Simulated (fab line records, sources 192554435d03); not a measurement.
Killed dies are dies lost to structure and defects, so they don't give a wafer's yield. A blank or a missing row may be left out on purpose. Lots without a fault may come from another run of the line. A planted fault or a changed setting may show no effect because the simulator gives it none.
Split-lot experiment | flow n5_finfet | 7 lots, 21 wafers read, on a route of 1938 steps

THE SPLIT
At N5_BEOL_M6_EXPOSE_25 (exposes mask V5, target cd 40 nm), the setting dose_mj was moved away from the recipe's 45 on 7 of the 21 wafers read, by -6.5% to +5.6%. The other wafers ran this setting at the recipe's value.

FROM THE SPLIT TO THE READING: what the file shows between them, 2 steps
- N5_BEOL_M6_PEB_26: peb time 60 s
- N5_BEOL_M6_DEVELOP_27: develop time 30 s

THE READING
cd_nm, in nm, at N5_BEOL_M6_CD_MEAS_28 (target cd 40 nm). Fault-free wafers of this fab line usually give 40.04 nm, standard deviation 0.22 nm.

wafer  | tool, chamber at the split | dose_mj as run | against the recipe | cd_nm, nm | against lot-mates on the recipe
L077.1 | euv_scanner-02, 0          | 46.78          | +4.0%              | 40.50     | no lot-mate on the recipe
L077.2 | euv_scanner-02, 0          | 46.78          | +4.0%              | 40.84     | no lot-mate on the recipe
L077.4 | euv_scanner-02, 0          | 46.78          | +4.0%              | 40.56     | no lot-mate on the recipe
L079.2 | euv_scanner-02, 0          | 45             | recipe             | 39.71     | -
L079.4 | euv_scanner-02, 0          | 45             | recipe             | 39.68     | -
L079.6 | euv_scanner-02, 0          | 45             | recipe             | 40.01     | -
L081.2 | euv_scanner-01, 0          | 45             | recipe             | 39.79     | -
L081.4 | euv_scanner-01, 0          | 42.06          | -6.5%              | 38.66     | -1.13
L081.5 | euv_scanner-01, 0          | 42.06          | -6.5%              | 38.60     | -1.19
L083.2 | euv_scanner-01, 0          | 45             | recipe             | 39.77     | -
L083.5 | euv_scanner-01, 0          | 45             | recipe             | 39.74     | -
L083.6 | euv_scanner-01, 0          | 45             | recipe             | 40.01     | -
L090.1 | euv_scanner-02, 0          | 45             | recipe             | 40.09     | -
L090.3 | euv_scanner-02, 0          | 45             | recipe             | 39.83     | -
L090.4 | euv_scanner-02, 0          | 45             | recipe             | 39.83     | -
L091.2 | euv_scanner-02, 0          | 45             | recipe             | 40.13     | -
L091.4 | euv_scanner-02, 0          | 45             | recipe             | 40.58     | -
L091.6 | euv_scanner-02, 0          | 46.29          | +2.9%              | 40.78     | +0.42
L092.1 | euv_scanner-01, 0          | 45             | recipe             | 40.11     | -
L092.5 | euv_scanner-01, 0          | 45             | recipe             | 39.89     | -
L092.6 | euv_scanner-01, 0          | 47.5           | +5.6%              | 41.02     | +1.02

THE FIT
A straight line over all 21 wafers: cd_nm changes by +0.197 nm for each +1% of dose_mj; r = +0.94; the points scatter about the line by 0.22 nm.
The same after taking each lot's own level away (the mean of its wafers on the recipe; 18 wafers): +0.177 nm for each +1%; r = +0.96; scatter 0.13 nm.
On that fit, the largest move of dose_mj shifts the reading by 1.2 nm.
The lots' own levels span 39.790 to 40.355 nm, that is 2.6 times the standard deviation above.
So the lot-to-lot level changes the slope: the two fits differ.
Check: with one of the wafers moved furthest among these (-6.5%) left out of the fit, the line predicts -1.18 nm for it against its lot-mates. It came out at -1.13 nm against them.

OTHER SPLITS ON THESE WAFERS
These wafers also went through other splits before the reading. Each is held against what the fit with the lots' levels taken away leaves over:
other split on the same wafers | wafers away from the commonest value | r with cd_nm (lot level and that fit taken away)
N5_BEOL_M5_COAT_71 spin_rpm    | 10                                   | +0.26

THE WHOLE CHAIN: every reading that the file lists as answering this split, in the file's order
step                   | what it does                                                        | reading                                                        | change (the file's fit)               | r (the file's)
N5_BEOL_M6_CD_MEAS_28  | target cd 40 nm                                                     | cd_nm                                                          | +0.177 nm for each +1% of the setting | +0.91
N5_BEOL_M6_DESCUM_33   | chemistry O2, time 7 s                                              | BEOL_M6.cd_nm (the simulator's own value, which no gauge read) | +0.213 nm for each +1% of the setting | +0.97
N5_BEOL_M6_ETCH_72     | etches underlayer in N2/H2, target depth 6.5 nm, time 5.2 s         | BEOL_M6.cd_nm (the simulator's own value, which no gauge read) | +0.229 nm for each +1% of the setting | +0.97
N5_BEOL_M6_ETCH_66     | etches SOC in N2/H2, target depth 80 nm, overetch 16 nm, time 120 s | BEOL_M6.cd_nm (the simulator's own value, which no gauge read) | +0.242 nm for each +1% of the setting | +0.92
N5_BEOL_M6_VIA_ETCH_34 | etches SiCOH lowk in C4F6/O2, target depth 126.3 nm, time 50.9 s    | BEOL_M6.cd_nm (the simulator's own value, which no gauge read) | +0.219 nm for each +1% of the setting | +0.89

THE FILE'S OWN FIT
cd_nm changes by +0.177 nm for each +1% of dose_mj, r = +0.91.
